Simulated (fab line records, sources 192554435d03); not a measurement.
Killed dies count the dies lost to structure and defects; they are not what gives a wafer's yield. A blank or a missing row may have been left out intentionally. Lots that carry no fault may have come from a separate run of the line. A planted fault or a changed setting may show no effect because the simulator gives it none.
The tool behind it: which one? | flow n5 finfet | 9 lots with 27 wafers sampled at 7 steps, on a route of 1938 steps

## WHAT THE GAUGES SHOWED, per wafer
N5_BEOL_M3_INSPECT_59: inspects for defects (darkfield).
lot  | measured     | on                | raw defect count
L462 | day 7 22:38  | defect inspect-01 | 74 53 66
L464 | day 8 03:18  | defect inspect-01 | 93 61 51
L466 | day 8 15:34  | defect inspect-02 | 43 79 66
L467 | day 9 02:31  | defect inspect-02 | 44 69 69
L472 | day 10 10:59 | defect inspect-02 | 55 78 57
L478 | day 11 14:09 | defect inspect-01 | 1013 1003 1006
L477 | day 11 22:54 | defect inspect-02 | 996 1005 1071
L483 | day 12 23:25 | defect inspect-02 | 42 94 100
L484 | day 13 07:52 | defect inspect-01 | 47 51 28

N5_BEOL_M4_INSPECT_13: inspects for defects (brightfield).
lot  | measured     | on                | raw defect count
L462 | day 7 23:58  | defect inspect-02 | 368 351 434
L464 | day 8 04:49  | defect inspect-02 | 388 362 508
L466 | day 8 16:34  | defect inspect-02 | 240 512 388
L467 | day 9 03:25  | defect inspect-02 | 371 366 433
L472 | day 10 11:50 | defect inspect-02 | 295 377 327
L478 | day 11 15:35 | defect inspect-02 | 1279 1226 1234
L477 | day 12 02:44 | defect inspect-02 | 1223 1301 1275
L483 | day 13 00:14 | defect inspect-02 | 287 370 409
L484 | day 13 08:59 | defect inspect-02 | 259 321 266

N5_BEOL_M4_RC_MEAS_101.
lot  | measured     | on        | DIBL_N (mV/V)  | DIBL_P (mV/V)  | IOFF_N (nA/um)    | IOFF_P (nA/um)    | ION_N (uA/um) | ION_P (uA/um) | SS_N (mV/dec)  | SS_P (mV/dec)  | VT_N (mV)         | VT_P (mV)
L462 | day 8 08:29  | prober-01 | 35.7 36.7 35.8 | 35.7 36.6 35.5 | 0.152 0.157 0.149 | 0.207 0.215 0.198 | 677 676 664   | 464 468 460   | 71.3 71.8 71.7 | 73.3 73.8 74.5 | 249.9 249.4 251.1 | -250.3 -251.7 -249.5
L464 | day 8 18:28  | prober-01 | 37.2 38.2 34.9 | 39.2 39.4 36.1 | 0.161 0.176 0.127 | 0.217 0.220 0.173 | 673 674 660   | 462 460 453   | 71.3 72.0 71.1 | 73.6 73.9 72.8 | 252.4 250.6 256.3 | -251.4 -250.6 -252.3
L466 | day 8 22:37  | prober-01 | 34.9 34.0 33.9 | 34.8 33.9 33.5 | 0.137 0.129 0.126 | 0.224 0.204 0.202 | 657 661 660   | 464 463 466   | 70.6 70.9 71.0 | 72.8 72.6 72.7 | 254.1 256.0 249.6 | -246.3 -251.0 -251.1
L467 | day 9 15:51  | prober-02 | 36.5 34.8 36.1 | 36.7 33.9 36.1 | 0.155 0.126 0.144 | 0.208 0.179 0.205 | 673 664 669   | 460 459 462   | 71.6 71.2 71.3 | 73.4 72.0 73.7 | 250.9 250.4 252.1 | -250.0 -253.1 -252.4
L472 | day 10 21:17 | prober-02 | 38.7 37.9 35.8 | 38.5 37.2 34.8 | 0.179 0.162 0.128 | 0.225 0.197 0.170 | 667 675 660   | 459 458 449   | 71.6 72.3 71.3 | 74.1 73.1 73.0 | 249.6 250.2 255.4 | -251.0 -252.6 -253.6
L478 | day 12 04:40 | prober-01 | 37.4 37.3 37.6 | 37.4 37.3 37.9 | 0.165 0.157 0.167 | 0.216 0.215 0.225 | 673 661 669   | 456 459 466   | 72.4 72.3 71.7 | 73.7 73.1 73.4 | 249.8 250.2 250.1 | -250.1 -250.8 -247.8
L477 | day 12 09:46 | prober-01 | 37.7 37.2 38.2 | 37.4 37.2 38.3 | 0.158 0.149 0.169 | 0.238 0.240 0.260 | 669 665 671   | 463 462 471   | 72.0 71.5 71.9 | 73.7 73.4 73.4 | 249.9 249.9 249.4 | -249.9 -250.2 -246.3
L483 | day 13 09:25 | prober-01 | 32.6 34.9 34.2 | 33.7 35.5 34.8 | 0.128 0.152 0.143 | 0.168 0.209 0.188 | 670 677 679   | 469 471 467   | 71.4 71.3 71.7 | 72.8 73.7 73.1 | 252.5 249.9 251.6 | -250.6 -246.6 -253.1
L484 | day 13 20:34 | prober-02 | 37.5 36.8 38.2 | 37.3 37.3 38.1 | 0.160 0.155 0.175 | 0.168 0.173 0.183 | 675 675 691   | 452 458 461   | 72.1 70.9 71.8 | 73.6 73.6 73.1 | 248.8 248.2 247.3 | -257.4 -256.5 -256.1

## EACH LOT AND THE TOOL THAT RAN IT (in order: tool; ch and the chambers of the sampled wafers; start)
lot  | N5_BEOL_M3_SPUTTER_90        | N5_BEOL_M3_ANNEAL_95         | N5_BEOL_M3_SPUTTER_96        | N5_BEOL_M3_DEP_57
L462 | pvd sputter-01, day 7 20:50  | pvd sputter-01, day 7 21:25  | pvd sputter-01, day 7 21:34  | pecvd-03 ch 1,2, day 7 22:33
L464 | pvd sputter-03, day 8 01:34  | pvd sputter-03, day 8 02:05  | pvd sputter-03, day 8 02:13  | pecvd-03 ch 0,1, day 8 03:12
L466 | pvd sputter-02, day 8 13:49  | pvd sputter-02, day 8 14:20  | pvd sputter-02, day 8 14:28  | pecvd-04 ch 0,1,2, day 8 15:28
L467 | pvd sputter-03, day 9 00:47  | pvd sputter-03, day 9 01:19  | pvd sputter-03, day 9 01:27  | pecvd-01 ch 1,2, day 9 02:26
L472 | pvd sputter-01, day 10 09:06 | pvd sputter-01, day 10 09:37 | pvd sputter-01, day 10 09:46 | pecvd-04 ch 0,1,2, day 10 10:53
L478 | pvd sputter-02, day 11 12:25 | pvd sputter-02, day 11 12:56 | pvd sputter-02, day 11 13:04 | pecvd-03 ch 0,1, day 11 14:03
L477 | pvd sputter-01, day 11 21:10 | pvd sputter-01, day 11 21:41 | pvd sputter-01, day 11 21:50 | pecvd-03 ch 0,2, day 11 22:49
L483 | pvd sputter-03, day 12 21:40 | pvd sputter-03, day 12 22:11 | pvd sputter-03, day 12 22:20 | pecvd-01 ch 0,1, day 12 23:19
L484 | pvd sputter-01, day 13 05:50 | pvd sputter-01, day 13 06:21 | pvd sputter-01, day 13 06:29 | pecvd-04 ch 0,2, day 13 07:46
- N5_BEOL_M3_SPUTTER_90: material Cu, target thk 4.5 nm, time 8.29 s.
- N5_BEOL_M3_ANNEAL_95: time 240 s.
- N5_BEOL_M3_SPUTTER_96: material Cu, target thk 4.5 nm, time 8.29 s.
- N5_BEOL_M3_DEP_57: deposits SiCN from 3MS/NH3, target thk 8 nm, time 14 s.

## AS READ BY THE TOOLS THEMSELVES (means over the sampled wafers that have a number; for cases with no such wafer, the mark the record gives instead)
N5_BEOL_M3_SPUTTER_90.
lot  | tool           | throttle valve pct (%)
L462 | pvd sputter-01 | 30.2
L464 | pvd sputter-03 | 29.9
L466 | pvd sputter-02 | 29.9
L467 | pvd sputter-03 | 28.9
L472 | pvd sputter-01 | 30.1
L478 | pvd sputter-02 | 29.9
L477 | pvd sputter-01 | 30.7
L483 | pvd sputter-03 | 30.3
L484 | pvd sputter-01 | 30.2

N5_BEOL_M3_ANNEAL_95.
lot  | tool           | heater power w (W)
L462 | pvd sputter-01 | 836
L464 | pvd sputter-03 | 928
L466 | pvd sputter-02 | 844
L467 | pvd sputter-03 | 929
L472 | pvd sputter-01 | 811
L478 | pvd sputter-02 | 937
L477 | pvd sputter-01 | 852
L483 | pvd sputter-03 | 822
L484 | pvd sputter-01 | 812

N5_BEOL_M3_SPUTTER_96.
lot  | tool           | throttle valve pct (%)
L462 | pvd sputter-01 | 30.2
L464 | pvd sputter-03 | 29.8
L466 | pvd sputter-02 | 29.7
L467 | pvd sputter-03 | 28.9
L472 | pvd sputter-01 | 30.2
L478 | pvd sputter-02 | 29.9
L477 | pvd sputter-01 | 30.8
L483 | pvd sputter-03 | 30.4
L484 | pvd sputter-01 | 30.0

N5_BEOL_M3_DEP_57.
lot  | tool     | showerhead plenum p Torr (Torr) | throttle valve pct (%)
L462 | pecvd-03 | 3.672                           | 9.1
L464 | pecvd-03 | 3.662                           | 8.5
L466 | pecvd-04 | 3.674                           | 8.7
L467 | pecvd-01 | 3.678                           | 8.9
L472 | pecvd-04 | 3.669                           | 8.9
L478 | pecvd-03 | 3.665                           | 8.8
L477 | pecvd-03 | 3.660                           | 8.4
L483 | pecvd-01 | 3.679                           | 8.8
L484 | pecvd-04 | 3.663                           | 8.5

## THE ANSWER, worked out from the rows above alone
Rule: what is usual is taken from the lots themselves. The widest of any qualifying gaps counts: lots, ordered by their means at a reading, are off when they make up no more than a third of the lots, leave a main group of 4 or more, and stand apart from it by 3 or more times the standard deviation of that group's means. The tables above print the reading to a certain number of digits; a main group whose means all agree to those digits is not used. A lot without any number at a reading at which 4 lots or more have one is off too. The other lots that the step has rows for count as sound. First the gauges in route order, then the tools' own readings, where a lot's mean is used as printed above. The first step at which some lot is off is used, and at that step the reading that is off furthest; a lot without a number counts as furthest.
Off: L478, L477, at N5_BEOL_M3_INSPECT_59 (raw defect count). Mean 63 and standard deviation 10 in the main group.
A tool fits if, at a process step before that reading, it ran every lot that is off, and no sound lot after the first of them. Those tools and the gauges at N5_BEOL_M3_INSPECT_59 are tried in the same way. One fits: N5_BEOL_M3_DEP_57 on pecvd-03. A fault onset in the window from L464 (day 8 03:12, its last sound lot) to L478 (day 11 14:03, its first lot off) fits.

## WHAT WAS PUT IN BY THE SIMULATOR
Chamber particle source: pecvd-03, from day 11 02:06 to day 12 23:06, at N5_BEOL_M3_DEP_57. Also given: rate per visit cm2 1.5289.
Lots struck among those shown: L478, L477. The rule above reached the same finding.
